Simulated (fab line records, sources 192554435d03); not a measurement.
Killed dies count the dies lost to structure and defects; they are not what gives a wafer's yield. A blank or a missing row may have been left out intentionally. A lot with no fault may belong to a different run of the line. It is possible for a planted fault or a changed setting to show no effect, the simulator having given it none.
Struck lot and sound lot, side by side / flow n5_finfet / 16 out of 1938 route steps
Sound: the wafers L407.1, L407.2, L407.5. Struck: wafer L413.1 (left out: L413.3, L413.4 of the same lot, which were not struck); the cause appears at the end.
For every step that has rows: the tool of each side, followed by ch and its chambers, followed by its first start. Under that, the readings that differ: sound wafers / struck wafers / difference of the means / sigmas: that difference in standard deviations of wafers without a fault.
alike: same words and numbers on both sides, and readings whose means sit less than 2 such deviations apart. not compared: any withheld reading, any reading some wafer has no value for, any bound like >300 that may hide the same value, and any number with overlapping values for which the record gives no deviation.
A row with sigmas, a row that says differs or no value, or rows on one side alone: a step with any of these is where the two part. Non-overlapping numbers with no deviation appear without sigmas and do not part them. A reading that every wafer of one side lacks parts them only if that side has two wafers or more.

N5_GATE_CUT_DESCUM_18: chemistry O2, time 7 s.
  sound on rie_diel-06 ch 1,2,3, day 6 08:46; struck on rie_diel-05 ch 3, day 7 21:42
  alike: drypump_motor_current_A, oes_product_au, rf_vpp_V, showerhead_plenum_p_Torr, temp_c, throttle_valve_pct
  not compared: rf_hours_counter_h
then, 7 steps without rows for these wafers: N5_GATE_CUT_ETCH_28 (etches underlayer in N2/H2, target depth 13 nm, time 10.4 s); N5_GATE_CUT_ETCH_36 (etches SiARC in CF4, target depth 13 nm, time 21.7 s); N5_GATE_CUT_ETCH_37 (etches SOC in N2/H2, target depth 60 nm, overetch 12 nm, time 90 s); N5_GATE_CUT_STRIP_38 (strips in N2/H2); N5_GATE_CUT_STRIP_39 (strips in N2/H2); N5_GATE_CUT_HM_OPEN_40 (chemistry C4F6/O2, target SiO2, target depth 139 nm, time 85.1 s); N5_GATE_CUT_STRIP_41 (strips in CF4).
N5_GATE_CUT_STRIP_42: strips in O2.
  sound on rie_diel-06 ch 1,2,3, day 6 09:01; struck on rie_diel-05 ch 3, day 7 21:56
  alike: drypump_motor_current_A, oes_product_au, rf_vpp_V, showerhead_plenum_p_Torr, temp_c, throttle_valve_pct
  not compared: rf_hours_counter_h
N5_GATE_CUT_ETCH_19: etches SiNx in CH3F/O2, target depth 53.7 nm, time 76.7 s.
  sound on rie_diel-06 ch 1,2,3, day 6 09:03; struck on rie_diel-05 ch 3, day 7 21:59
  alike: drypump_motor_current_A, etch_rf_on_time_s, oes_product_au, rf_vpp_V, showerhead_plenum_p_Torr, throttle_valve_pct
  not compared: rf_hours_counter_h
then, 1 step without rows for these wafers: N5_GATE_CUT_CUT_ETCH_53 (etches W in SF6/Cl2, target depth 79.2 nm).
N5_GATE_CUT_CUT_ETCH_54: etches TiN in Cl2/BCl3, target depth 96.7 nm.
  sound on rie_metal-01 ch 1, day 6 09:16; struck on rie_metal-01 ch 1, day 7 22:09
  alike: drypump_motor_current_A, etch_rf_on_time_s, oes_product_au, throttle_valve_pct
  not compared: rf_hours_counter_h
N5_GATE_CUT_CUT_ETCH_55: etches HfO2 in BCl3, target depth 3.2 nm.
  sound on rie_metal-01 ch 1, day 6 09:23; struck on rie_metal-01 ch 1, day 7 22:13
reading=model.etch.depth_nm (nm); sound=3.194 3.228 3.216; struck=4.223; difference=+1.010; sigmas=
  alike: drypump_motor_current_A, oes_product_au, throttle_valve_pct
  not compared: rf_hours_counter_h
N5_GATE_CUT_ETCH_47: etches SiO2 in Cl2/BCl3, target depth 10 nm.
  sound on rie_metal-01 ch 1, day 6 09:27; struck on rie_metal-01 ch 1, day 7 22:14
  alike: drypump_motor_current_A, oes_product_au, throttle_valve_pct
  not compared: rf_hours_counter_h
-- record jumps: 8 days separate the struck wafers' starts on either side; left off in module GATE_CUT, taken up again in module BEOL_M4, whose first shown step is the route's number 1111 --
N5_BEOL_M4_RC_MEAS_101:
  sound on prober-02 ch 0, day 12 22:33; struck on prober-02 ch 0, day 15 11:40
reading=IOFF_P (nA/um); sound=0.14 0.22 0.20; struck=0.29; difference=+0.10; sigmas=+2
reading=VT_P (mV); sound=-257 -252 -252; struck=-246; difference=+8; sigmas=+2
  alike: DIBL_N, DIBL_P, IOFF_N, ION_N, ION_P, SS_N, SS_P, VT_N
N5_PASSIVATION_PROBE_49:
  sound wafers here have rows in the record (prober-01, day 17 22:13); struck ones have none

## WHERE THEY PART
Earliest at N5_BEOL_M4_RC_MEAS_101; latest, in this record, at N5_PASSIVATION_PROBE_49.

WHY: the cause the simulator had injected
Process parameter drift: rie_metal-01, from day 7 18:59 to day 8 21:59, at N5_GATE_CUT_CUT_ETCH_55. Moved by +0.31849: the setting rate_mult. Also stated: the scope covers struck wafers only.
